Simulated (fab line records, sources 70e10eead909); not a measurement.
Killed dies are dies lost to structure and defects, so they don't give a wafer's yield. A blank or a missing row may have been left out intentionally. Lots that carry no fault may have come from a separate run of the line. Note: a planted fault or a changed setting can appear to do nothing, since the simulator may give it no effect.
fab line records ; flow nand_harc
[record] lots = 6; wafers = 18; last_day = 33
route steps=1302 shown A_ZERO_WELL@412 A_SOURCE_PLATE@413 A_ONON_D1@424 END@1302
lots with no fault: from the same line, run without faults
start_h: hours from the record's opening day to when the first of the lot's shown wafers began ; wait_h: hours elapsed since this lot's preceding step ; " as in the row above ; L1.1+2: a row that stands for several wafers ; - no value, or no start given ; * or withheld: withheld ; < > ~ a bound
route shown NAME@n: names a module that has steps shown in the file, with the first one's number in the route ; usual: mean/standard deviation taken from wafers without a fault ; same: alike in all rows ; chamber/n: place in a boat ; sites: per-site readings ; _std_site: the standard deviation of these ; _edge_site: mean of outer sites minus mean of inner sites ; radius_mm: for every site, how far away it sits from the centre of the wafer ; mask NAME#n: copy n ; behind: the most recent tool/chamber to have shaped the wafer ; hold: cause of the lot's hold/its duration in hours/its outcome ; device: the transistor (n, p or np) that didn't switch ; end of line: tests of these same wafers at the route's end ; for a step that has no rows: nothing shown but its recipe ; killed: not the wafer's yield, but the dies lost to structure and defects at the first sort ; map: shows each die of a wafer: x if killed, . if not, _ if none is there
set.NAME: setting as actually run; set.NAME@STEP: the setting as run at that earlier step ; model.NAME: the simulator's own value behind a step, which no gauge read
lots at some steps of the route; a table a step, a row a wafer
services: the hour from which a tool's chamber was out of use, counted from the record's first day as start_h (under 0 if before that day), plus the number of hours and why
[[steps]]
[step NHARC_A_ZERO_WELL_INSPECT_17]
[usual] raw_defect_count = 9/4.6
lot.wafer;tool;chamber;start_h;wait_h;raw_defect_count
L141.2;defect_inspect-02;-;151.67;0.2;16
L141.4;defect_inspect-02;-;151.67;0.2;12
L141.5;defect_inspect-02;-;151.67;0.2;7
L150.1;defect_inspect-02;-;249.89;0.2;8
L150.4;defect_inspect-02;-;249.89;0.2;12
L150.5;defect_inspect-02;-;249.89;0.2;4
L159.4;defect_inspect-02;-;328.88;0.1;13
L159.5;defect_inspect-02;-;328.88;0.1;14
L159.6;defect_inspect-02;-;328.88;0.1;22
L160.1;defect_inspect-02;-;336.32;0.2;10
L160.3;defect_inspect-02;-;336.32;0.2;11
L160.6;defect_inspect-02;-;336.32;0.2;12
L161.1;defect_inspect-01;-;347.81;0.2;13
L161.2;defect_inspect-01;-;347.81;0.2;13
L161.5;defect_inspect-01;-;347.81;0.2;5
L163.3;defect_inspect-02;-;371.96;0.1;15
L163.4;defect_inspect-02;-;371.96;0.1;9
L163.5;defect_inspect-02;-;371.96;0.1;5
[step NHARC_A_SOURCE_PLATE_PRECLEAN_00]
[recipe] time_s = 60; chemistry = HF-LAST
[step NHARC_A_SOURCE_PLATE_SRD_01]
[step NHARC_A_SOURCE_PLATE_OXIDE_02]
[recipe] target_thk_a = 100; temp_c = 900; ox_time_s = 1362; material = SiO2
[step NHARC_A_SOURCE_PLATE_THK_MEAS_09]
[recipe] thk_meas_gauge = ellipsometry
[usual] thk_nm = 9.6/1.1
lot.wafer;tool;chamber;start_h;wait_h;thk_nm
L141.2;film_metro-01;-;160.88;0.4;11.0
L141.4;film_metro-01;-;160.88;0.4;9.4
L141.5;film_metro-01;-;160.88;0.4;10.2
L150.1;film_metro-01;-;257.05;0.4;9.6
L150.4;film_metro-01;-;257.05;0.4;10.8
L150.5;film_metro-01;-;257.05;0.4;11.5
L159.4;film_metro-02;-;335.75;0.4;9.9
L159.5;film_metro-02;-;335.75;0.4;10.3
L159.6;film_metro-02;-;335.75;0.4;9.7
L160.1;film_metro-01;-;344.18;0.4;8.7
L160.3;film_metro-01;-;344.18;0.4;9.5
L160.6;film_metro-01;-;344.18;0.4;10.6
L161.1;film_metro-01;-;357.21;0.4;8.3
L161.2;film_metro-01;-;357.21;0.4;9.6
L161.5;film_metro-01;-;357.21;0.4;8.4
L163.3;film_metro-01;-;377.43;0.4;10.0
L163.4;film_metro-01;-;377.43;0.4;9.7
L163.5;film_metro-01;-;377.43;0.4;10.0
[step NHARC_A_SOURCE_PLATE_PVD_04]
[recipe] target_thk_a = 500; material = WSi2
[step NHARC_A_SOURCE_PLATE_CVD_03]
[recipe] target_thk_a = 2000; temp_c = 620; pressure_mtorr = 200; time_s = 4000; material = poly-Si
[step NHARC_A_SOURCE_PLATE_ANNEAL_05]
[recipe] temp_c = 850; time_s = 1800
[step NHARC_A_SOURCE_PLATE_THK_MEAS_06]
[recipe] thk_meas_gauge = ellipsometry
[usual] thk_nm = 200.5/2.5
lot.wafer;tool;chamber;start_h;wait_h;thk_nm
L141.2;film_metro-01;-;173.79;0.4;198.8
L141.4;film_metro-01;-;173.79;0.4;198.1
L141.5;film_metro-01;-;173.79;0.4;198.4
L150.1;film_metro-02;-;268.01;0.4;196.3
L150.4;film_metro-02;-;268.01;0.4;197.0
L150.5;film_metro-02;-;268.01;0.4;196.8
L159.4;film_metro-01;-;348.67;0.4;196.3
L159.5;film_metro-01;-;348.67;0.4;198.1
L159.6;film_metro-01;-;348.67;0.4;196.6
L160.1;film_metro-01;-;358.53;0.4;204.7
L160.3;film_metro-01;-;358.53;0.4;203.4
L160.6;film_metro-01;-;358.53;0.4;200.7
L161.1;film_metro-01;-;370.11;0.4;199.5
L161.2;film_metro-01;-;370.11;0.4;200.2
L161.5;film_metro-01;-;370.11;0.4;199.9
L163.3;film_metro-01;-;390.34;0.4;199.3
L163.4;film_metro-01;-;390.34;0.4;199.6
L163.5;film_metro-01;-;390.34;0.4;201.2
[step NHARC_A_SOURCE_PLATE_INSPECT_08]
[usual] raw_defect_count = 59/24
lot.wafer;tool;chamber;start_h;wait_h;raw_defect_count
L141.2;defect_inspect-02;-;173.85;0.0;83
L141.4;defect_inspect-02;-;173.85;0.0;65
L141.5;defect_inspect-02;-;173.85;0.0;90
L150.1;defect_inspect-02;-;268.08;0.0;50
L150.4;defect_inspect-02;-;268.08;0.0;94
L150.5;defect_inspect-02;-;268.08;0.0;124
L159.4;defect_inspect-01;-;348.77;0.0;64
L159.5;defect_inspect-01;-;348.77;0.0;63
L159.6;defect_inspect-01;-;348.77;0.0;121
L160.1;defect_inspect-01;-;358.59;0.0;46
L160.3;defect_inspect-01;-;358.59;0.0;36
L160.6;defect_inspect-01;-;358.59;0.0;59
L161.1;defect_inspect-01;-;370.22;0.0;54
L161.2;defect_inspect-01;-;370.22;0.0;50
L161.5;defect_inspect-01;-;370.22;0.0;46
L163.3;defect_inspect-01;-;390.41;0.0;88
L163.4;defect_inspect-01;-;390.41;0.0;35
L163.5;defect_inspect-01;-;390.41;0.0;74
[step NHARC_A_ONON_D1_DEP_00]
[recipe] target_thk_a = 10000; n2_flow_sccm = 2750; n2o_flow_sccm = 2000; nh3_flow_sccm = 500; sih4_flow_sccm = 210; temp_c = 400
[usual] n2o_flow_sccm = 1999/6.1
lot.wafer;tool;chamber;start_h;wait_h;n2o_flow_sccm
L141.2;pecvd_onon-02;0;173.98;0.1;2004
L141.4;pecvd_onon-02;0;173.98;0.1;1997
L141.5;pecvd_onon-02;0;173.98;0.1;2005
L150.1;pecvd_onon-04;0;268.14;0.1;2002
L150.4;pecvd_onon-04;0;268.14;0.1;1999
L150.5;pecvd_onon-04;0;268.14;0.1;1995
L159.4;pecvd_onon-02;0;349.01;0.2;1994
L159.5;pecvd_onon-02;0;349.01;0.2;1994
L159.6;pecvd_onon-02;0;349.01;0.2;2000
L160.1;pecvd_onon-02;0;358.66;0.1;1990
L160.3;pecvd_onon-02;0;358.66;0.1;1988
L160.6;pecvd_onon-02;0;358.66;0.1;1993
L161.1;pecvd_onon-04;0;370.28;0.1;1992
L161.2;pecvd_onon-04;0;370.28;0.1;2011
L161.5;pecvd_onon-04;0;370.28;0.1;2002
L163.3;pecvd_onon-03;0;390.59;0.2;1997
L163.4;pecvd_onon-03;0;390.59;0.2;2004
L163.5;pecvd_onon-03;0;390.59;0.2;2000
[step NHARC_A_ONON_D1_THK_MEAS_02]
[recipe] thk_meas_gauge = ellipsometry
[usual] thk_nm = 1003/9
lot.wafer;tool;chamber;start_h;wait_h;hold;thk_nm
L141.2;film_metro-01;-;174.43;-;-;1010
L141.4;film_metro-01;-;174.43;-;-;1008
L141.5;film_metro-01;-;174.43;-;-;1009
L150.1;film_metro-02;-;268.66;-;-;987
L150.4;film_metro-02;-;268.66;-;-;989
L150.5;film_metro-02;-;268.66;-;-;989
L159.4;film_metro-02;-;349.35;-;await_dispo/0.2h/release;1361
L159.5;film_metro-02;-;349.35;-;await_dispo/0.2h/release;1004
L159.6;film_metro-02;-;349.35;-;await_dispo/0.2h/release;1004
L159.4;film_metro-02;-;349.52;0.2;-;1360
L159.5;film_metro-02;-;349.52;0.2;-;1005
L159.6;film_metro-02;-;349.52;0.2;-;1005
L160.1;film_metro-02;-;359.17;-;await_dispo/0.2h/release;1346
L160.3;film_metro-02;-;359.17;-;await_dispo/0.2h/release;993
L160.6;film_metro-02;-;359.17;-;await_dispo/0.2h/release;993
L160.1;film_metro-02;-;359.35;0.2;-;1348
L160.3;film_metro-02;-;359.35;0.2;-;991
L160.6;film_metro-02;-;359.35;0.2;-;992
L161.1;film_metro-02;-;370.80;-;-;1015
L161.2;film_metro-02;-;370.80;-;-;1014
L161.5;film_metro-02;-;370.80;-;-;1015
L163.3;film_metro-02;-;390.98;-;-;1004
L163.4;film_metro-02;-;390.98;-;-;1005
L163.5;film_metro-02;-;390.98;-;-;1005
[step NHARC_END_SORT_01]
[recipe] temp_c = 25
[usual] killed_at_array = 59/16; killed_at_other = 0.8/1.1; killed_at_periphery = 3.6/2.4; killed_dies = 64/16; killed_open = 3.4/1.8; killed_short = 2.5/1.6
[same] gross_dies = 677
lot.wafer;tool;chamber;start_h;wait_h;hold;killed_at_array;killed_at_other;killed_at_periphery;killed_dies;killed_open;killed_short
L141.2;prober-01;0;581.51;2.8;-;67;2;3;72;7;3
L141.4;prober-01;0;583.12;3.4;-;62;0;1;63;4;3
L141.5;prober-01;0;583.93;3.7;-;88;0;2;90;6;6
L150.1;prober-02;0;697.89;2.5;-;74;0;2;76;1;4
L150.4;prober-02;0;700.32;3.4;-;60;2;0;62;0;1
L150.5;prober-02;0;701.13;3.7;-;88;0;5;93;5;2
L159.4;prober-01;0;755.73;3.4;await_dispo/2.0h/release;677;0;0;677;3;0
L159.5;prober-01;0;756.52;3.6;await_dispo/2.0h/release;64;0;0;64;3;2
L159.6;prober-01;0;757.30;3.9;await_dispo/2.0h/release;55;0;3;58;4;1
L160.1;prober-01;0;763.49;2.5;await_dispo/1.9h/release;674;0;3;677;3;2
L160.3;prober-01;0;765.06;3.1;await_dispo/1.9h/release;80;0;1;81;3;4
L160.6;prober-01;0;767.43;3.9;await_dispo/1.9h/release;71;0;0;71;3;3
L161.1;prober-02;0;779.49;2.5;-;41;4;10;55;4;1
L161.2;prober-02;0;780.31;2.8;-;41;3;4;48;3;3
L161.5;prober-02;0;782.76;3.8;-;47;1;6;54;2;5
L163.3;prober-01;0;790.64;3.1;-;29;0;2;31;4;2
L163.4;prober-01;0;791.45;3.4;-;31;0;1;32;4;3
L163.5;prober-01;0;792.27;3.8;-;26;0;4;30;2;4
// killed by level:class
L141.2 A_CHANNEL_HOLE_D2:chamber_film_flake=27 A_CHANNEL_HOLE_D1:chamber_film_flake=22 A_STAIRCASE:chamber_film_flake=5 A_CONTACT:chamber_film_flake=3 A_ONON_D2:geometric_particle:open=2 A_BLC:geometric_particle:open=2 A_DECK1_JOINT:chamber_film_flake=2 THIN_TSV:chamber_film_flake=2
L141.4 A_CHANNEL_HOLE_D1:chamber_film_flake=24 A_CHANNEL_HOLE_D2:chamber_film_flake=22 A_CONTACT:chamber_film_flake=4 A_CHANNEL_FILL_D1:chamber_film_flake=3 A_CHANNEL_FILL_D1:geometric_particle:short=2 A_STAIRCASE:chamber_film_flake=2 P_CONTACT:geometric_particle:open=1 A_DECK1_JOINT:geometric_particle:open=1
L141.5 A_CHANNEL_HOLE_D1:chamber_film_flake=36 A_CHANNEL_HOLE_D2:chamber_film_flake=34 A_CONTACT:chamber_film_flake=5 A_WL_FILL:geometric_particle:short=2 A_WL_FILL:geometric_particle:open=2 A_CHANNEL_FILL_D1:chamber_film_flake=2 P_STI:geometric_particle:open=1 P_CONTACT:geometric_particle:short=1
L150.1 A_SLIT:chamber_film_flake=34 A_CHANNEL_HOLE_D1:chamber_film_flake=30 A_CONTACT:chamber_film_flake=3 P_M0:chamber_film_flake=2 A_SOURCE_PLATE:geometric_particle:short=1 A_DECK1_JOINT:geometric_particle:short=1 A_CHANNEL_FILL_D2:geometric_particle:short=1 A_SGD_CUT:geometric_particle:short=1
L150.4 A_CHANNEL_HOLE_D1:chamber_film_flake=27 A_SLIT:chamber_film_flake=26 A_STAIRCASE:chamber_film_flake=2 A_CHANNEL_FILL_D1:chamber_film_flake=2 A_CONTACT:chamber_film_flake=2 THIN_TSV:chamber_film_flake=2 A_CONTACT:geometric_particle:short=1
L150.5 A_SLIT:chamber_film_flake=40 A_CHANNEL_HOLE_D1:chamber_film_flake=38 P_M0:chamber_film_flake=2 A_DECK1_JOINT:chamber_film_flake=2 A_WL_FILL:chamber_film_flake=2 P_GATE:geometric_particle:open=1 P_M0:geometric_particle:open=1 A_CHANNEL_HOLE_D1:geometric_particle:open=1
L159.4 A_ONON_D1:area_dep=628 A_SLIT:chamber_film_flake=28 A_CHANNEL_HOLE_D1:chamber_film_flake=9 A_CHANNEL_HOLE_D2:chamber_film_flake=3 A_CONTACT:chamber_film_flake=3 A_CHANNEL_FILL_D2:geometric_particle:open=2 A_STAIRCASE:geometric_particle:open=1 A_ZERO_WELL:chamber_film_flake=1
L159.5 A_SLIT:chamber_film_flake=38 A_CHANNEL_HOLE_D1:chamber_film_flake=13 A_CHANNEL_HOLE_D2:chamber_film_flake=3 A_CONTACT:chamber_film_flake=2 A_CHANNEL_FILL_D1:geometric_particle:open=1 A_ONON_D2:geometric_particle:short=1 A_STAIRCASE:geometric_particle:open=1 A_CONTACT:geometric_particle:open=1
L159.6 A_SLIT:chamber_film_flake=32 A_CHANNEL_HOLE_D1:chamber_film_flake=13 A_CONTACT:chamber_film_flake=3 A_CHANNEL_HOLE_D2:chamber_film_flake=2 A_STAIRCASE:chamber_film_flake=2 P_GATE:geometric_particle:open=1 P_CONTACT:geometric_particle:open=1 A_SOURCE_PLATE:geometric_particle:open=1
L160.1 A_ONON_D1:area_dep=601 A_CHANNEL_HOLE_D2:chamber_film_flake=27 A_CHANNEL_HOLE_D1:chamber_film_flake=20 A_STAIRCASE:chamber_film_flake=9 A_SLIT:chamber_film_flake=7 A_CONTACT:chamber_film_flake=6 A_DECK1_JOINT:geometric_particle:open=2 P_M0:geometric_particle:open=1
L160.3 A_CHANNEL_HOLE_D2:chamber_film_flake=28 A_CHANNEL_HOLE_D1:chamber_film_flake=20 A_SLIT:chamber_film_flake=8 A_STAIRCASE:chamber_film_flake=6 A_WL_FILL:chamber_film_flake=5 A_CONTACT:chamber_film_flake=4 A_M1:geometric_particle:open=2 A_ONON_D1:geometric_particle:short=1
L160.6 A_CHANNEL_HOLE_D2:chamber_film_flake=25 A_CHANNEL_HOLE_D1:chamber_film_flake=14 A_STAIRCASE:chamber_film_flake=9 A_CONTACT:chamber_film_flake=8 A_WL_FILL:chamber_film_flake=5 A_SLIT:chamber_film_flake=2 A_CHANNEL_HOLE_D1:geometric_particle:short=1 A_CHANNEL_FILL_D2:geometric_particle:short=1
L161.1 A_SLIT:chamber_film_flake=28 P_GATE:chamber_film_flake=9 A_CONTACT:chamber_film_flake=4 THIN_TSV:chamber_film_flake=4 A_STAIRCASE:chamber_film_flake=3 P_M2:geometric_particle:open=1 A_CHANNEL_FILL_D1:geometric_particle:short=1 A_ONON_D2:geometric_particle:open=1
L161.2 A_SLIT:chamber_film_flake=27 A_CONTACT:chamber_film_flake=6 THIN_TSV:chamber_film_flake=3 P_GATE:chamber_film_flake=2 A_CHANNEL_HOLE_D1:chamber_film_flake=2 P_CONTACT:geometric_particle:open=1 P_M1:geometric_particle:short=1 A_CHANNEL_FILL_D1:geometric_particle:short=1
L161.5 A_SLIT:chamber_film_flake=33 P_GATE:chamber_film_flake=5 A_CONTACT:chamber_film_flake=5 A_ONON_D1:geometric_particle:short=2 A_STAIRCASE:chamber_film_flake=2 P_M0:geometric_particle:short=1 A_CHANNEL_FILL_D1:geometric_particle:short=1 A_DECK1_JOINT:geometric_particle:open=1
L163.3 A_SLIT:chamber_film_flake=10 A_CONTACT:chamber_film_flake=5 A_CHANNEL_HOLE_D1:chamber_film_flake=3 A_ONON_D2:geometric_particle:open=2 A_ZERO_WELL:chamber_film_flake=2 A_CHANNEL_HOLE_D2:chamber_film_flake=2 A_M1:chamber_film_flake=2 P_GATE:geometric_particle:open=1
L163.4 A_SLIT:chamber_film_flake=8 A_CHANNEL_HOLE_D1:chamber_film_flake=6 A_CONTACT:chamber_film_flake=5 A_WL_FILL:geometric_particle:short=2 A_WL_FILL:chamber_film_flake=2 A_M1:chamber_film_flake=2 A_ONON_D1:geometric_particle:short=1 A_CHANNEL_HOLE_D1:geometric_particle:open=1
L163.5 A_SLIT:chamber_film_flake=7 A_CHANNEL_HOLE_D1:chamber_film_flake=6 A_CONTACT:chamber_film_flake=5 P_ZERO_WELL:chamber_film_flake=2 P_M0:geometric_particle:open=1 A_SOURCE_PLATE:geometric_particle:open=1 A_SOURCE_PLATE:geometric_particle:short=1 A_ONON_D1:geometric_particle:short=1
// map L159.4 (x killed, . not)
____________x____________
_________xxxxxxx_________
_______xxxxxxxxxxx_______
______xxxxxxxxxxxxx______
_____xxxxxxxxxxxxxxx_____
____xxxxxxxxxxxxxxxxx____
____xxxxxxxxxxxxxxxxx____
___xxxxxxxxxxxxxxxxxxx___
___xxxxxxxxxxxxxxxxxxx___
__xxxxxxxxxxxxxxxxxxxxx__
__xxxxxxxxxxxxxxxxxxxxx__
_xxxxxxxxxxxxxxxxxxxxxxx_
_xxxxxxxxxxxxxxxxxxxxxxx_
_xxxxxxxxxxxxxxxxxxxxxxx_
_xxxxxxxxxxxxxxxxxxxxxxx_
_xxxxxxxxxxxxxxxxxxxxxxx_
xxxxxxxxxxxxxxxxxxxxxxxxx
xxxxxxxxxxxxxxxxxxxxxxxxx
xxxxxxxxxxxxxxxxxxxxxxxxx
xxxxxxxxxxxxxxxxxxxxxxxxx
xxxxxxxxxxxxxxxxxxxxxxxxx
_xxxxxxxxxxxxxxxxxxxxxxx_
_xxxxxxxxxxxxxxxxxxxxxxx_
_xxxxxxxxxxxxxxxxxxxxxxx_
_xxxxxxxxxxxxxxxxxxxxxxx_
_xxxxxxxxxxxxxxxxxxxxxxx_
__xxxxxxxxxxxxxxxxxxxxx__
__xxxxxxxxxxxxxxxxxxxxx__
___xxxxxxxxxxxxxxxxxxx___
___xxxxxxxxxxxxxxxxxxx___
____xxxxxxxxxxxxxxxxx____
____xxxxxxxxxxxxxxxxx____
_____xxxxxxxxxxxxxxx_____
______xxxxxxxxxxxxx______
_______xxxxxxxxxxx_______
_________xxxxxxx_________
____________x____________
// map L160.1 (x killed, . not)
____________x____________
_________xxxxxxx_________
_______xxxxxxxxxxx_______
______xxxxxxxxxxxxx______
_____xxxxxxxxxxxxxxx_____
____xxxxxxxxxxxxxxxxx____
____xxxxxxxxxxxxxxxxx____
___xxxxxxxxxxxxxxxxxxx___
___xxxxxxxxxxxxxxxxxxx___
__xxxxxxxxxxxxxxxxxxxxx__
__xxxxxxxxxxxxxxxxxxxxx__
_xxxxxxxxxxxxxxxxxxxxxxx_
_xxxxxxxxxxxxxxxxxxxxxxx_
_xxxxxxxxxxxxxxxxxxxxxxx_
_xxxxxxxxxxxxxxxxxxxxxxx_
_xxxxxxxxxxxxxxxxxxxxxxx_
xxxxxxxxxxxxxxxxxxxxxxxxx
xxxxxxxxxxxxxxxxxxxxxxxxx
xxxxxxxxxxxxxxxxxxxxxxxxx
xxxxxxxxxxxxxxxxxxxxxxxxx
xxxxxxxxxxxxxxxxxxxxxxxxx
_xxxxxxxxxxxxxxxxxxxxxxx_
_xxxxxxxxxxxxxxxxxxxxxxx_
_xxxxxxxxxxxxxxxxxxxxxxx_
_xxxxxxxxxxxxxxxxxxxxxxx_
_xxxxxxxxxxxxxxxxxxxxxxx_
__xxxxxxxxxxxxxxxxxxxxx__
__xxxxxxxxxxxxxxxxxxxxx__
___xxxxxxxxxxxxxxxxxxx___
___xxxxxxxxxxxxxxxxxxx___
____xxxxxxxxxxxxxxxxx____
____xxxxxxxxxxxxxxxxx____
_____xxxxxxxxxxxxxxx_____
______xxxxxxxxxxxxx______
_______xxxxxxxxxxx_______
_________xxxxxxx_________
____________x____________
[[services]]
tool;chamber;start_h;hours;kind
pecvd_onon-02;-;178.19;0.3;repair
pecvd_onon-02;-;185.00;13.0;pm
pecvd_onon-03;-;227.00;13.0;pm
pecvd_onon-04;-;311.31;13.0;pm
pecvd_onon-02;-;366.00;13.0;pm
[[key]]
[first_sign] step = NHARC_A_ONON_D1_THK_MEAS_02; reading = visit; direction = added
[effect] step = NHARC_A_ONON_D1_THK_MEAS_02; reading = thk_nm; direction = up; sigmas = 39; usual = 1003; struck = 1353
[effect] step = NHARC_END_SORT_01; reading = killed_dies; direction = up; sigmas = 39; usual = 64; struck = 677
[more_kills_born_at] NHARC_A_ONON_D1_DEP_00@pecvd_onon-02 = 1229
met_at NHARC_A_ONON_D1_DEP_00
struck_wafers L159.4,L160.1
later_rows_left_out L159.4,L160.1
tester_left_out L159,L160
onset_between 173.98 349.01
[fault] kind = process_parameter_drift; tool = pecvd_onon-02; chamber = -; onset_h = 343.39; steps = NHARC_A_ONON_D1_DEP_00; channel = target_thk_a; offset = *; shape = step; end_h = 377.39; scope = struck_wafers_only; acts_in = *; stated = *
// tester_left_out: of these lots the tester's yield and bins aren't shown, on N5 and GAA mostly nor the transistor test; their killed dies are dies lost to structure and defects alone, not to doping, threshold or leakage, so they don't give the yield
// later_rows_left_out: the simulator's readings of these wafers behind a module that went badly wrong aren't trusted and aren't shown, but for the sort
